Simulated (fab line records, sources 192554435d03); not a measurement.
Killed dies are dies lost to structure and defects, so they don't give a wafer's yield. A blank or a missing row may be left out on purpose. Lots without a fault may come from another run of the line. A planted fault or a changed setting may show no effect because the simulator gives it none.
fab line records | flow n5_finfet
record lots=7 wafers=21
route steps=1938 shown BEOL_M3@941 BEOL_M4@1037 BEOL_M5@1120 BEOL_M7@1263
start_h: hours from the record's first day to the start of the lot's first wafer shown | wait_h: hours since the lot's step before | " the same as in the row above | L1.1+2: a row that stands for several wafers | - no value, or no start given | * or withheld: withheld | < > ~ a bound
route shown NAME@n: a module of which the file shows steps, and the number in the route of the first | usual: mean/standard deviation of fault-free wafers | same: alike in all rows | chamber/n: place in a boat | sites: the reading at each site | _std_site: their standard deviation | _edge_site: outer sites' mean less inner sites' | radius_mm: how far each site lies from the wafer's centre | mask NAME#n: copy n | behind: the tool/chamber that last shaped the wafer | hold: why the lot was held/for how many hours/how that ended | device: the transistor (n, p or np) that didn't switch | end of line: the same wafers' tests at the end of the route | a step without rows: its recipe alone | killed: dies lost to structure and defects at the first sort, not the wafer's yield | map: a wafer's dies, x killed, . not, _ none there
set.NAME: the setting as run; set.NAME@STEP: as run at that earlier step | model.NAME: the simulator's own value behind a step, which no gauge read
lots whose settings were changed on purpose; a table a step, a row a wafer
## steps
# step N5_BEOL_M3_EXPOSE_08
# recipe mask_id=M3 na=0.33 source_shape=dipole sigma_inner=0.369 sigma_outer=0.767 polarization=unpolarized dose_mj=33
# columns lot.wafer tool chamber start_h wait_h mask set.dose_mj
L074.2+4 euv_scanner-01 0 144.30 - M3#0 30.78
L074.3 " 0 " " M3#0 33
L085.2+4 euv_scanner-02 0 231.41 - M3#0 30.62
L085.3 " 0 " " M3#0 33
L086.1 euv_scanner-02 0 231.44 - M3#0 34.11
L086.4+6 " 0 " " M3#0 33
L088.3+4+5 euv_scanner-01 0 236.32 - M3#0 33
L091.1+4+5 euv_scanner-02 0 247.95 - M3#0 33
L092.3+6 euv_scanner-01 0 254.94 - M3#0 33.66
L092.5 " 0 " " M3#0 33
L095.2+5 euv_scanner-01 0 287.27 - M3#0 34.25
L095.3 " 0 " " M3#0 33
# step N5_BEOL_M3_PEB_09
# recipe peb_temp_c=100 peb_time_s=60 resist=CAR-EUV
# step N5_BEOL_M3_DEVELOP_10
# recipe develop_time_s=30 developer=TMAH resist=CAR-EUV rinse_liquid=surfactant_rinse dry=air_spin dev_temp_c=23
# step N5_BEOL_M3_CD_MEAS_11
# recipe target_cd_nm=17.05 landing_energy_ev=500 detector=se_inlens polarity=opening
# usual cd_nm=16.93/0.24
# columns lot.wafer tool chamber start_h wait_h set.dose_mj@BEOL_M3_EXPOSE_08 cd_nm
L074.2 cd_sem-02 0 144.42 - 30.78 15.44
L074.3 " 0 " " 33 17.30
L074.4 " 0 " " 30.78 15.29
L085.2 cd_sem-03 0 231.53 - 30.62 15.07
L085.3 " 0 " " 33 16.90
L085.4 " 0 " " 30.62 15.35
L086.1 cd_sem-01 0 231.57 - 34.11 17.53
L086.4 " 0 " " 33 16.99
L086.6 " 0 " " 33 16.67
L088.3 cd_sem-03 0 236.44 - 33 16.63
L088.4 " 0 " " 33 16.75
L088.5 " 0 " " 33 16.74
L091.1 cd_sem-03 0 248.07 - 33 17.03
L091.4 " 0 " " 33 16.57
L091.5 " 0 " " 33 16.87
L092.3 cd_sem-02 0 255.06 - 33.66 17.32
L092.5 " 0 " " 33 16.71
L092.6 " 0 " " 33.66 17.09
L095.2 cd_sem-02 0 287.39 - 34.25 17.80
L095.3 " 0 " " 33 17.26
L095.5 " 0 " " 34.25 18.13
# step N5_BEOL_M3_DESCUM_16
# recipe chemistry=O2 time_s=7 source_power_w=50 bias_power_w=20 pressure_mtorr=20 rf_frequency_hz=2.712e+07 temp_c=40 resist=CAR-EUV o2_flow_sccm=225
# step N5_BEOL_M3_ETCH_74
# recipe chemistry=N2/H2 target=underlayer target_depth_a=65 mask_material=CAR-EUV time_s=5.2 ion_energy_ev=200 pressure_mtorr=30 source_w=840 bias_w=150 n2_flow_sccm=200 h2_flow_sccm=200 ends=cleared
# columns lot.wafer tool chamber start_h wait_h set.dose_mj@BEOL_M3_EXPOSE_08 model.BEOL_M3.cd_offset_nm
L074.2 rie_diel-02 2 144.58 0.0 30.78 -1.4
L074.3 " 1 " " 33 0.2
L074.4 " 3 " " 30.78 -1
L085.2 rie_diel-02 1 231.90 0.0 30.62 -2.2
L085.3 " 2 " " 33 0
L085.4 " 0 " " 30.62 -1.8
L086.1 rie_diel-04 1 231.97 0.0 34.11 0.6
L086.4+6 " 1,3 " " 33 0
L088.3+5 rie_diel-04 3,1 236.59 0.0 33 0
L088.4 " 1 " " 33 -0.2
L091.1+4+5 rie_diel-02 3,3,2 248.23 0.0 33 0
L092.3 rie_diel-02 2 255.62 0.0 33.66 0.4
L092.5 " 1 " " 33 -0.2
L092.6 " 0 " " 33.66 -0.2
L095.2 rie_diel-06 3 287.66 0.0 34.25 0.6
L095.3 " 2 " " 33 -0.2
L095.5 " 1 " " 34.25 0.8
# step N5_BEOL_M3_ETCH_63
# recipe chemistry=CF4 target=SiARC target_depth_a=156 mask_material=CAR-EUV time_s=26 ion_energy_ev=80 pressure_mtorr=40 source_w=545 bias_w=36 Ar_flow_sccm=100 cf4_flow_sccm=100 ends=cleared
# step N5_BEOL_M3_ETCH_64
# recipe chemistry=N2/H2 target=SOC target_depth_a=750 overetch_a=150 mask_material=SiARC temp_c=40 time_s=112.5 ion_energy_ev=200 pressure_mtorr=30 source_w=840 bias_w=150 n2_flow_sccm=200 h2_flow_sccm=200
# columns lot.wafer tool chamber start_h wait_h set.dose_mj@BEOL_M3_EXPOSE_08 model.BEOL_M3.cd_offset_nm
L074.2 rie_diel-02 2 144.63 0.0 30.78 -1.4
L074.3 " 1 " " 33 0.4
L074.4 " 3 " " 30.78 -1.2
L085.2 rie_diel-02 1 231.94 0.0 30.62 -2.4
L085.3 " 2 " " 33 0
L085.4 " 0 " " 30.62 -2.2
L086.1 rie_diel-04 1 232.02 0.0 34.11 0.4
L086.4 " 1 " " 33 -0.2
L086.6 " 3 " " 33 0
L088.3 rie_diel-04 3 236.64 0.0 33 0.2
L088.4 " 1 " " 33 -0.6
L088.5 " 1 " " 33 -0.2
L091.1+4 rie_diel-02 3 248.27 0.0 33 0.2
L091.5 " 2 " " 33 0
L092.3 rie_diel-02 2 255.67 0.0 33.66 0.6
L092.5 " 1 " " 33 -0.4
L092.6 " 0 " " 33.66 -0.4
L095.2 rie_diel-06 3 287.71 0.0 34.25 0.2
L095.3 " 2 " " 33 0
L095.5 " 1 " " 34.25 0.8
# step N5_BEOL_M3_STRIP_65
# recipe chemistry=N2/H2 temp_c=40 n2_flow_sccm=200 h2_flow_sccm=200 rf_frequency_hz=6e+07
# step N5_BEOL_M3_STRIP_75
# recipe chemistry=N2/H2 temp_c=40 n2_flow_sccm=200 h2_flow_sccm=200 rf_frequency_hz=6e+07
# step N5_BEOL_M3_STRIP_66
# recipe chemistry=CF4 resist=SiARC power_w=300 bias_power_w=75 pressure_mtorr=50 cf4_flow_sccm=150 rf_frequency_hz=6e+07
# step N5_BEOL_M3_HM_OPEN_17
# recipe chemistry=Cl2/BCl3 target_depth_a=200 overetch_a=60 target=TiN mask_material=SOC ion_energy_ev=150 pressure_mtorr=10 icp_w=1000 bias_w=126 Cl2_flow_sccm=53.25 bcl3_flow_sccm=21.75 Ar_flow_sccm=25
# columns lot.wafer tool chamber start_h wait_h set.dose_mj@BEOL_M3_EXPOSE_08 model.BEOL_M3.cd_offset_nm
L074.2 rie_metal-02 0 144.79 0.0 30.78 -1.4
L074.3 " 1 " " 33 0.6
L074.4 " 0 " " 30.78 -1.2
L085.2 rie_metal-02 0 232.11 0.0 30.62 -2.2
L085.3 " 0 " " 33 0
L085.4 " 1 " " 30.62 -2
L086.1 rie_metal-03 1 232.19 0.0 34.11 0.4
L086.4 " 1 " " 33 -0.2
L086.6 " 0 " " 33 0
L088.3 rie_metal-01 0 236.87 0.1 33 0.4
L088.4 " 0 " " 33 -0.4
L088.5 " 0 " " 33 -0.2
L091.1+5 rie_metal-02 0 248.44 0.0 33 0.2
L091.4 " 0 " " 33 0.4
L092.3 rie_metal-03 1 255.87 0.1 33.66 0.6
L092.5 " 1 " " 33 -0.4
L092.6 " 0 " " 33.66 -0.4
L095.2 rie_metal-03 1 287.88 0.0 34.25 0.2
L095.3 " 0 " " 33 0.4
L095.5 " 0 " " 34.25 1
# step N5_BEOL_M3_STRIP_19
# recipe chemistry=O2 power_w=400 temp_c=40 pressure_mtorr=30 rf_frequency_hz=6e+07 bias_power_w=0 overash_fraction=0.2 o2_flow_sccm=225
# step N5_BEOL_M3_PRECLEAN_42
# recipe chemistry=residue_remover time_s=60 temp_c=40
# step N5_BEOL_M3_SRD_43
# recipe time_s=30 temp_c=23 rinse_liquid=diw dry=ipa_marangoni
# step N5_BEOL_M3_CD_MEAS_35
# recipe target_cd_nm=18 target_cd_y_nm=21 polarity=opening
# usual cd_nm=17.8/0.39
# columns lot.wafer tool chamber start_h wait_h set.dose_mj@BEOL_M3_EXPOSE_08 cd_nm
L074.2 cd_sem-02 - 146.51 0.0 30.78 16.5
L074.3 " - " " 33 18.1
L074.4 " - " " 30.78 16.5
L085.2 cd_sem-03 - 236.15 0.0 30.62 15.9
L085.3 " - " " 33 17.7
L085.4 " - " " 30.62 15.9
L086.1 cd_sem-02 - 239.39 0.0 34.11 18.3
L086.4 " - " " 33 17.8
L086.6 " - " " 33 18.0
L088.3 cd_sem-03 - 239.63 0.0 33 18.0
L088.4 " - " " 33 17.5
L088.5 " - " " 33 17.0
L091.1 cd_sem-01 - 254.48 0.0 33 18.4
L091.4 " - " " 33 18.3
L091.5 " - " " 33 18.7
L092.3 cd_sem-03 - 272.95 0.0 33.66 18.4
L092.5 " - " " 33 17.6
L092.6 " - " " 33.66 17.8
L095.2 cd_sem-02 - 290.11 0.0 34.25 18.1
L095.3 " - " " 33 18.3
L095.5 " - " " 34.25 18.9
# step N5_BEOL_M4_DESCUM_16
# recipe chemistry=O2 time_s=7 source_power_w=50 bias_power_w=20 pressure_mtorr=20 rf_frequency_hz=2.712e+07 temp_c=40 resist=CAR-EUV o2_flow_sccm=225
# columns lot.wafer tool chamber start_h wait_h set.time_s model.CAR-EUV_of_BEOL_M4_COAT_05.thk_nm
L074.2 rie_diel-05 3 154.36 0.8 7 26
L074.3+4 " 0,2 " " 5.517 26.6
L085.2 rie_diel-01 0 241.29 0.4 7 26
L085.3 " 1 " " 8.55 25.4
L085.4 " 2 " " 8.55 25.2
L086.1+4 rie_diel-03 3,0 244.26 0.3 7.543 25.8
L086.6 " 2 " " 7 26
L088.3+5 rie_diel-03 1 246.75 0.0 7 26.2
L088.4 " 3 " " 7 26.4
L091.1+4+5 rie_diel-01 3,3,0 259.47 0.0 7 26.2
L092.3 rie_diel-03 0 278.09 0.0 6.061 26.6
L092.5+6 " 0,1 " " 7 26
L095.2 rie_diel-01 3 296.80 1.0 7.941 25.4
L095.3+5 " 2,3 " " 7 26
# step N5_BEOL_M4_ETCH_74
# recipe chemistry=N2/H2 target=underlayer target_depth_a=65 mask_material=CAR-EUV time_s=5.2 ion_energy_ev=200 pressure_mtorr=30 source_w=840 bias_w=150 n2_flow_sccm=200 h2_flow_sccm=200 ends=cleared
# columns lot.wafer tool chamber start_h wait_h set.time_s@BEOL_M4_DESCUM_16 model.CAR-EUV_of_BEOL_M4_COAT_05.thk_nm
L074.2 rie_diel-05 3 154.40 0.0 7 20.2
L074.3+4 " 0,2 " " 5.517 20.8
L085.2 rie_diel-01 0 241.33 0.0 7 20.4
L085.3 " 1 " " 8.55 19.6
L085.4 " 2 " " 8.55 19.4
L086.1+4 rie_diel-03 3,0 244.29 0.0 7.543 20
L086.6 " 2 " " 7 20.2
L088.3+5 rie_diel-03 1 246.79 0.0 7 20.4
L088.4 " 3 " " 7 20.6
L091.1+4+5 rie_diel-01 3,3,0 259.50 0.0 7 20.4
L092.3 rie_diel-03 0 278.12 0.0 6.061 20.8
L092.5+6 " 0,1 " " 7 20.2
L095.2 rie_diel-01 3 296.84 0.0 7.941 19.6
L095.3+5 " 2,3 " " 7 20.2
# step N5_BEOL_M5_COAT_05
# recipe resist=CAR-EUV spin_rpm=1500 resist_thk_nm=30
# columns lot.wafer tool chamber start_h wait_h set.spin_rpm model.CAR-EUV_of_BEOL_M5_COAT_05.thk_nm
L074.2+3+4 litho_track-03 0 - - 1647 28.6
L085.2+3+4 litho_track-05 0 - - 1500 30
L086.1+6 litho_track-05 0 - - 1455 30.6
L086.4 " 0 " " 1455 30.4
L088.3+4+5 litho_track-01 0 - - 1605 29
L091.1+4 litho_track-03 0 - - 1500 30
L091.5 " 0 " " 1500 29.8
L092.3+5 litho_track-03 0 - - 1500 30
L092.6 " 0 " " 1627 28.8
L095.2 litho_track-05 0 - - 1344 31.6
L095.3 " 0 " " 1344 31.8
L095.5 " 0 " " 1500 30
# step N5_BEOL_M5_EBR_07
# recipe solvent=PGMEA ebr_width_mm=1.5
# step N5_BEOL_M5_SOFTBAKE_06
# recipe temp_c=110 time_s=60 resist=CAR-EUV
# step N5_BEOL_M5_EXPOSE_08
# recipe mask_id=M5 na=0.33 source_shape=annular sigma_inner=0.4 sigma_outer=0.8 polarization=unpolarized target_cd_nm=28 dose_mj=35.75
# step N5_BEOL_M5_PEB_09
# recipe peb_temp_c=100 peb_time_s=60 resist=CAR-EUV
# step N5_BEOL_M5_DEVELOP_10
# recipe develop_time_s=30 developer=TMAH resist=CAR-EUV rinse_liquid=surfactant_rinse dry=air_spin dev_temp_c=23
# columns lot.wafer tool chamber start_h wait_h set.spin_rpm@BEOL_M5_COAT_05 model.CAR-EUV_of_BEOL_M5_COAT_05.thk_nm
L074.2 litho_track-05 0 - - 1647 28.2
L074.3+4 " 0 " " 1647 28
L085.2+3+4 litho_track-01 0 - - 1500 29.6
L086.1 litho_track-03 0 - - 1455 30.2
L086.4+6 " 0 " " 1455 30
L088.3+4 litho_track-01 0 - - 1605 28.6
L088.5 " 0 " " 1605 28.4
L091.1+5 litho_track-05 0 - - 1500 29.4
L091.4 " 0 " " 1500 29.6
L092.3+5 litho_track-03 0 - - 1500 29.6
L092.6 " 0 " " 1627 28.2
L095.2 litho_track-05 0 - - 1344 31.2
L095.3 " 0 " " 1344 31.4
L095.5 " 0 " " 1500 29.6
# step N5_BEOL_M5_ETCH_72
# recipe chemistry=N2/H2 target=underlayer target_depth_a=65 mask_material=CAR-EUV time_s=5.2 ion_energy_ev=200 pressure_mtorr=30 source_w=840 bias_w=150 n2_flow_sccm=200 h2_flow_sccm=200 ends=cleared
# usual etch_rf_on_time_s=5.21/0.15 rf_vpp_V=524.1/2.8
# columns lot.wafer tool chamber start_h wait_h set.source_w etch_rf_on_time_s rf_vpp_V
L074.2 rie_diel-04 0 165.79 0.0 696.7 6.12 557.4
L074.3 " 1 " " 696.7 6.34 556.2
L074.4 " 2 " " 840 5.28 519.3
L085.2 rie_diel-06 2 255.17 0.0 840 5.07 525.4
L085.3 " 3 " " 840 5.18 527.1
L085.4 " 0 " " 840 5.07 527.6
L086.1 rie_diel-04 3 257.91 0.0 840 5.20 527.2
L086.4 " 2 " " 840 5.28 521.5
L086.6 " 3 " " 840 5.24 526.3
L088.3 rie_diel-06 0 264.51 0.0 840 5.09 526.6
L088.4 " 1 " " 840 5.06 522.8
L088.5 " 2 " " 840 5.12 522.1
L091.1 rie_diel-04 0 287.45 0.0 840 5.32 521.7
L091.4 " 3 " " 840 5.20 525.1
L091.5 " 3 " " 840 5.18 526.6
L092.3 rie_diel-06 0 287.89 0.0 731.5 5.65 553.1
L092.5 " 1 " " 840 5.02 522.5
L092.6 " 2 " " 840 5.04 522.4
L095.2 rie_diel-04 0 314.13 0.0 840 5.40 522.9
L095.3 " 2 " " 840 5.34 518.9
L095.5 " 2 " " 942.3 4.85 503.1
# step N5_BEOL_M7_ILD_DEP_00
# recipe material=SiCOH_lowk target_thk_a=1797.5 temp_c=300 precursor=DEMS/porogen pressure_torr=5 rf_w=500 time_s=33.4
# columns lot.wafer tool chamber start_h wait_h set.time_s model.SiCOH_lowk_of_BEOL_M7_ILD_DEP_00.thk_nm
L074.2 pecvd-01 1 184.71 0.0 33.4 179.2
L074.3 " 2 " " 33.4 177.8
L074.4 " 2 " " 37.31 200
L085.2 pecvd-02 2 275.32 0.0 33.4 176.6
L085.3 " 1 " " 35.45 190.4
L085.4 " 2 " " 33.4 181.4
L086.1 pecvd-01 2 279.69 0.0 33.4 178.4
L086.4 " 0 " " 33.4 186
L086.6 " 1 " " 33.4 183.2
L088.3 pecvd-02 1 282.90 0.0 28.52 153
L088.4 " 1 " " 28.52 156.4
L088.5 " 2 " " 33.4 178.4
L091.1 pecvd-01 2 307.21 0.0 33.4 178.8
L091.4 " 2 " " 33.4 179.8
L091.5 " 1 " " 33.4 182.4
L092.3 pecvd-01 2 307.91 0.0 33.4 179.2
L092.5 " 2 " " 37.11 200
L092.6 " 1 " " 33.4 182.6
L095.2 pecvd-01 0 333.06 0.0 30.44 165.6
L095.3 " 2 " " 30.44 163.6
L095.5 " 0 " " 33.4 182
# step N5_BEOL_M7_CURE_74
# recipe temp_c=385 time_s=240 ambient=He/Ar material=SiCOH_lowk
# columns lot.wafer tool chamber start_h wait_h set.time_s@BEOL_M7_ILD_DEP_00 model.SiCOH_lowk_of_BEOL_M7_ILD_DEP_00.thk_nm
L074.2 uv_cure-01 1 184.93 0.2 33.4 154.6
L074.3 " 1 " " 33.4 153.2
L074.4 " 1 " " 37.31 172.6
L085.2 uv_cure-02 2 275.47 0.1 33.4 152.2
L085.3 " 2 " " 35.45 164.2
L085.4 " 2 " " 33.4 156.4
L086.1 uv_cure-01 1 279.75 0.0 33.4 153.8
L086.4 " 1 " " 33.4 160.6
L086.6 " 1 " " 33.4 158
L088.3 uv_cure-03 1 283.13 0.2 28.52 131.8
L088.4 " 1 " " 28.52 134.8
L088.5 " 1 " " 33.4 153.8
L091.1 uv_cure-02 2 307.28 0.0 33.4 154
L091.4 " 2 " " 33.4 155.2
L091.5 " 2 " " 33.4 157.4
L092.3 uv_cure-03 2 308.13 0.2 33.4 154.6
L092.5 " 2 " " 37.11 172.8
L092.6 " 2 " " 33.4 157.4
L095.2 uv_cure-03 2 333.21 0.1 30.44 142.8
L095.3 " 2 " " 30.44 140.8
L095.5 " 2 " " 33.4 157
# step N5_BEOL_M7_THK_MEAS_01
# recipe reads=SiCOH_lowk_of_BEOL_M7_ILD_DEP_00
# usual M7_ILD_THK=154.8/2.6
# columns lot.wafer tool chamber start_h wait_h set.time_s@BEOL_M7_ILD_DEP_00 M7_ILD_THK[nm]
L074.2 film_metro-01 - 185.77 0.7 33.4 154.7
L074.3 " - " " 33.4 153.3
L074.4 " - " " 37.31 172.6
L085.2 film_metro-02 - 275.90 0.4 33.4 152.3
L085.3 " - " " 35.45 164.2
L085.4 " - " " 33.4 156.5
L086.1 film_metro-01 - 280.27 0.4 33.4 154.1
L086.4 " - " " 33.4 160.4
L086.6 " - " " 33.4 158.0
L088.3 film_metro-02 - 283.48 0.3 28.52 131.7
L088.4 " - " " 28.52 134.7
L088.5 " - " " 33.4 153.8
L091.1 film_metro-01 - 308.27 0.8 33.4 154.0
L091.4 " - " " 33.4 155.1
L091.5 " - " " 33.4 157.3
L092.3 film_metro-02 - 308.49 0.3 33.4 154.4
L092.5 " - " " 37.11 172.8
L092.6 " - " " 33.4 157.3
L095.2 film_metro-02 - 333.64 0.4 30.44 142.7
L095.3 " - " " 30.44 140.9
L095.5 " - " " 33.4 157.1
# step N5_BEOL_M7_VIA_ETCH_34
# recipe chemistry=C4F6/O2 target=SiCOH_lowk target_depth_a=1255 mask_material=SOC taper_deg=4 time_s=50.5 ion_energy_ev=250 pressure_mtorr=30 source_w=345 bias_w=185 Ar_flow_sccm=300 C4F6_flow_sccm=10 O2_flow_sccm=10
# columns lot.wafer tool chamber start_h wait_h set.source_w model.etch.depth_nm
L074.2 rie_diel-04 3 190.28 0.0 404.9 132
L074.3 " 0 " " 345 123.7
L074.4 " 1 " " 345 120.2
L085.2 rie_diel-06 1 278.58 0.0 311.9 123.2
L085.3 " 3 " " 345 125.8
L085.4 " 2 " " 311.9 123.1
L086.1 rie_diel-02 3 283.51 0.0 345 127
L086.4 " 2 " " 345 126.7
L086.6 " 1 " " 379.6 131.3
L088.3+5 rie_diel-02 3 286.16 0.0 345 126.9
L088.4 " 2 " " 308.2 120.8
L092.3 rie_diel-06 2 313.18 0.0 345 126.5
L092.5 " 0 " " 310.9 122.5
L092.6 " 3 " " 310.9 120.8
L091.1 rie_diel-04 0 313.34 0.0 345 123.9
L091.4 " 2 " " 345 124
L091.5 " 3 " " 345 125.9
L095.2 rie_diel-04 3 339.87 0.0 345 124.8
L095.3 " 2 " " 376.8 127.9
L095.5 " 3 " " 376.8 129.4
# step N5_BEOL_M7_ETCH_41
# recipe chemistry=CH3F/O2 target=SiCN target_depth_a=319 taper_deg=2 time_s=57.8 ion_energy_ev=120 mask_material=TiN pressure_mtorr=30 source_w=395 bias_w=75 Ar_flow_sccm=150 CH3F_flow_sccm=30 O2_flow_sccm=20
# usual rf_vpp_V=297.1/1.6
# columns lot.wafer tool chamber start_h wait_h set.source_w rf_vpp_V
L074.2 rie_diel-04 3 - - 335.5 316.0
L074.3 " 0 " " 335.5 313.6
L074.4 " 1 " " 395 296.9
L085.2 rie_diel-06 1 - - 395 296.8
L085.3 " 3 " " 395 298.9
L085.4 " 2 " " 368.6 304.7
L086.1 rie_diel-02 3 - - 431.7 291.8
L086.4 " 2 " " 395 295.6
L086.6 " 1 " " 431.7 289.2
L088.3 rie_diel-02 3 - - 395 299.9
L088.4 " 2 " " 357.5 306.8
L088.5 " 3 " " 357.5 308.7
L092.3 rie_diel-06 2 - - 374.1 302.8
L092.5 " 0 " " 374.1 304.1
L092.6 " 3 " " 395 301.2
L091.1 rie_diel-04 0 - - 395 295.6
L091.4 " 2 " " 395 296.0
L091.5 " 3 " " 395 297.2
L095.2 rie_diel-04 3 - - 447.8 285.5
L095.3 " 2 " " 395 295.3
L095.5 " 3 " " 447.8 287.0
## key
split step=N5_BEOL_M3_EXPOSE_08 setting=dose_mj stated=33 by=wafer
response step=N5_BEOL_M3_CD_MEAS_11 reading=cd_nm change=+0.246 per=1% r=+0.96
response step=N5_BEOL_M3_ETCH_74 reading=model.BEOL_M3.cd_offset_nm change=+0.235 per=1% r=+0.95
response step=N5_BEOL_M3_ETCH_64 reading=model.BEOL_M3.cd_offset_nm change=+0.257 per=1% r=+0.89
response step=N5_BEOL_M3_HM_OPEN_17 reading=model.BEOL_M3.cd_offset_nm change=+0.247 per=1% r=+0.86
response step=N5_BEOL_M3_CD_MEAS_35 reading=cd_nm change=+0.215 per=1% r=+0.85
split step=N5_BEOL_M4_DESCUM_16 setting=time_s stated=7 by=wafer
response step=N5_BEOL_M4_DESCUM_16 reading=model.CAR-EUV_of_BEOL_M4_COAT_05.thk_nm change=-0.0337 per=1% r=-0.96
response step=N5_BEOL_M4_ETCH_74 reading=model.CAR-EUV_of_BEOL_M4_COAT_05.thk_nm change=-0.037 per=1% r=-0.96
split step=N5_BEOL_M5_COAT_05 setting=spin_rpm stated=1500 by=wafer
response step=N5_BEOL_M5_COAT_05 reading=model.CAR-EUV_of_BEOL_M5_COAT_05.thk_nm change=-0.155 per=1% r=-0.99
response step=N5_BEOL_M5_DEVELOP_10 reading=model.CAR-EUV_of_BEOL_M5_COAT_05.thk_nm change=-0.164 per=1% r=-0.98
split step=N5_BEOL_M5_ETCH_72 setting=source_w stated=840 by=wafer
response step=N5_BEOL_M5_ETCH_72 reading=etch_rf_on_time_s change=* per=1% r=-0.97
response step=N5_BEOL_M5_ETCH_72 reading=rf_vpp_V change=-2.07 per=1% r=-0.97
split step=N5_BEOL_M7_ILD_DEP_00 setting=time_s stated=33.4 by=wafer
response step=N5_BEOL_M7_ILD_DEP_00 reading=model.SiCOH_lowk_of_BEOL_M7_ILD_DEP_00.thk_nm change=+1.75 per=1% r=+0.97
response step=N5_BEOL_M7_CURE_74 reading=model.SiCOH_lowk_of_BEOL_M7_ILD_DEP_00.thk_nm change=+1.53 per=1% r=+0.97
response step=N5_BEOL_M7_THK_MEAS_01 reading=M7_ILD_THK change=+1.53 per=1% r=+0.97
split step=N5_BEOL_M7_VIA_ETCH_34 setting=source_w stated=345 by=wafer
response step=N5_BEOL_M7_VIA_ETCH_34 reading=model.etch.depth_nm change=+0.497 per=1% r=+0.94
split step=N5_BEOL_M7_ETCH_41 setting=source_w stated=395 by=wafer
response step=N5_BEOL_M7_ETCH_41 reading=rf_vpp_V change=-0.87 per=1% r=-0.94
